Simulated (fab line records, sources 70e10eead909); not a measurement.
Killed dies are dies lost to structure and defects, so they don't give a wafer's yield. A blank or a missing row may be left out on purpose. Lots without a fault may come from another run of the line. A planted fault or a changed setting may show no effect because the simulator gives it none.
Chamber matching | flow nand_harc | NHARC_P_GATE_PRECLEAN_70 on wet_bench-05: 8 sister chambers
The step cleans in SC1. 16 wafers are shown with their chamber, then 8 later ones without.

WAFERS WITH THEIR CHAMBER
wafer  | chamber | nh4oh_flow_mL_min | temp_c (C)
L647.1 | 6       | 28.38             | 50.14
L647.2 | 5       | 28.53             | 49.95
L647.3 | 4       | 28.42             | 49.96
L649.2 | 4       | 28.26             | 49.89
L649.5 | 6       | 28.17             | 49.97
L649.6 | 2       | 28.11             | 49.95
L652.2 | 0       | 28.16             | 50.07
L652.3 | 2       | 28.29             | 50.07
L652.6 | 3       | 28.46             | 50.14
L658.1 | 6       | 28.24             | 49.98
L658.3 | 4       | 28.43             | 50.15
L658.4 | 1       | 28.14             | 50.09
L661.1 | 4       | 28.28             | 50.02
L661.3 | 0       | 28.21             | 50.04
L661.4 | 2       | 28.14             | 49.95
L666.1 | 7       | 28.14             | 49.77

SIGNATURES (means of the wafers above)
reading           | chamber 0 | chamber 1 | chamber 2 | chamber 3 | chamber 4 | chamber 5 | chamber 6 | chamber 7 | scatter within a chamber
nh4oh_flow_mL_min | 28.1850   | 28.1400   | 28.1800   | 28.4600   | 28.3475   | 28.5300   | 28.2633   | 28.1400   | 0.0915
temp_c            | 50.0550   | 50.0900   | 49.9900   | 50.1400   | 50.0050   | 49.9500   | 50.0300   | 49.7700   | 0.09
Rule: a wafer's distance from a chamber is the root of the sum, over the readings, of the square of ((its reading less the chamber's mean) divided by the reading's scatter). The wafer belongs to the nearest chamber; if the next one is less than 2 further off, it can't be placed. The scatter: the root of (the sum of the squares of (reading less its chamber's mean) over the shown wafers, divided by (wafers less chambers)).

WAFERS WITHOUT THEIR CHAMBER
wafer  | nh4oh_flow_mL_min | temp_c (C)
L666.4 | 28.16             | 49.96
L666.5 | 28.42             | 49.92
L667.2 | 28.32             | 50.01
L667.3 | 28.30             | 49.90
L667.4 | 28.23             | 50.14
L668.1 | 28.34             | 49.97
L668.3 | 28.28             | 50.03
L668.6 | 28.38             | 49.94

WHICH CHAMBER EACH WENT THROUGH
wafer  | from the rows above                                   | in truth
L666.4 | can't be placed: 2 or 0 or 6 or 1 or 4 or 7           | 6
L666.5 | can't be placed: 4 or 5 or 6 or 3 or 2 or 0           | 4
L667.2 | can't be placed: 4 or 6 or 2 or 0 or 3 or 1           | 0
L667.3 | can't be placed: 4 or 6 or 2 or 0 or 7 or 5 or 1 or 3 | 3
L667.4 | can't be placed: 0 or 1 or 6 or 2 or 4 or 3           | 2
L668.1 | can't be placed: 4 or 6 or 2 or 0 or 5 or 3           | 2
L668.3 | can't be placed: 6 or 4 or 0 or 2 or 1                | 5
L668.6 | can't be placed: 4 or 6 or 5 or 2 or 3 or 0           | 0
Placed correctly: 0 of 8. Can't be placed from these rows: 8 (the true chamber is among the candidates in 7). Placed wrongly: 0.
